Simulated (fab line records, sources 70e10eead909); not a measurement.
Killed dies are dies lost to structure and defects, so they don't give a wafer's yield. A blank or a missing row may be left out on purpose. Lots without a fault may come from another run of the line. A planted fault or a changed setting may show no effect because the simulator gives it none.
Chamber matching | flow nand_harc | NHARC_P_CONTACT_CMP_24 on cmp-03: 4 sister chambers
The step polishes, t overpolish 30 s, target thk 200 nm. 4 wafers are shown with their chamber, then 8 later ones without.

WAFERS WITH THEIR CHAMBER
wafer  | chamber | motor_current_A (A)
L077.6 | 3       | 11.7
L084.3 | 0       | 12.5
L088.5 | 1       | 9.4
L091.1 | 2       | 13.4

WAFERS WITHOUT THEIR CHAMBER
wafer  | motor_current_A (A)
L091.3 | 12.3
L091.4 | 12.4
L094.1 | 11.2
L094.4 | 13.5
L094.5 | 10.2
L095.2 | 11.4
L095.5 | 12.1
L095.6 | 10.5

WHICH CHAMBER EACH WENT THROUGH
wafer  | from the rows above          | in truth
L091.3 | can't be placed: 0 or 3 or 2 | 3
L091.4 | can't be placed: 0 or 3 or 2 | 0
L094.1 | can't be placed: 3 or 0      | 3
L094.4 | can't be placed: 2 or 0      | 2
L094.5 | can't be placed: 1 or 3      | 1
L095.2 | can't be placed: 3 or 0      | 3
L095.5 | can't be placed: 0 or 3 or 2 | 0
L095.6 | can't be placed: 1 or 3 or 0 | 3
Placed correctly: 0 of 8. Can't be placed from these rows: 8 (the true chamber is among the candidates in 8). Placed wrongly: 0.
How it was worked out, from the rows above alone: a wafer's distance from a chamber is the root of the sum, over the readings, of the square of ((its reading less the chamber's mean) divided by the reading's scatter). The wafer belongs to the nearest chamber; if the next one is less than 2 further off, it can't be placed. A chamber's mean is the mean of its shown wafers. The scatter: with one shown wafer a chamber, the root of the mean of the squares of how far each hidden wafer lies from its nearest shown one.
